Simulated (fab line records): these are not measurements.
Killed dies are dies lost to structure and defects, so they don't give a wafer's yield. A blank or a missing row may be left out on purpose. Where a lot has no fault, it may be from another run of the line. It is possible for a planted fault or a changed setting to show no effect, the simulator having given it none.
Matching of chambers | flow nand harc | ald metal-03 running NHARC_A_WL_FILL_ALD_02: 4 sister chambers
The step deposits TiN, target thk 2 nm, pulse time 3 s, ald cycles 100. 8 wafers are shown with their chamber, then 10 later ones without.

## WAFERS, EACH WITH ITS CHAMBER
wafer  | chamber | heater power w (W) | precursor pulse height rel
L078.1 | 1       | 982                | 0.977
L078.6 | 1       | 979                | 0.990
L079.3 | 2       | 1239               | 0.970
L085.2 | 3       | 890                | 1.001
L085.5 | 0       | 1123               | 0.975
L085.6 | 3       | 926                | 1.004
L088.2 | 0       | 1033               | 1.014
L088.3 | 2       | 1151               | 0.989

## WAFERS WITHOUT THEIR CHAMBER
wafer  | heater power w (W) | precursor pulse height rel
L088.6 | 1065               | 0.992
L091.1 | 1140               | 0.984
L091.5 | 1020               | 1.006
L091.6 | 916                | 0.999
L092.2 | 909                | 1.024
L092.5 | 889                | 0.989
L092.6 | 1138               | 0.985
L094.2 | 1020               | 0.987
L094.5 | 925                | 0.976
L094.6 | 1116               | 0.993

## THE CHAMBER EACH PASSED THROUGH
wafer  | from the rows above          | in truth
L088.6 | can't be placed: 0 or 1      | 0
L091.1 | can't be placed: 2 or 0      | 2
L091.5 | can't be placed: 0 or 1 or 3 | 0
L091.6 | can't be placed: 3 or 1      | 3
L092.2 | can't be placed: 3 or 1      | 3
L092.5 | can't be placed: 3 or 1      | 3
L092.6 | can't be placed: 2 or 0      | 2
L094.2 | can't be placed: 1 or 0 or 3 | 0
L094.5 | can't be placed: 1 or 3      | 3
L094.6 | can't be placed: 0 or 2      | 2
Correct placement for 0 of the 10. These rows do not allow placing 10 (true chamber among the candidates in 10). 0 placed wrongly.
How it was worked out, from the rows above alone: a wafer's distance from a chamber is the root of the sum, over the readings, of the square of ((its reading less the chamber's mean) divided by the reading's scatter). If the next closest chamber is less than 2 further off than the closest, the wafer can't be placed; otherwise it belongs to the closest. Each chamber's mean is taken over the wafers shown for it. The scatter: the root of (the sum of the squares of (reading less its chamber's mean) over the shown wafers, divided by (wafers less chambers)).
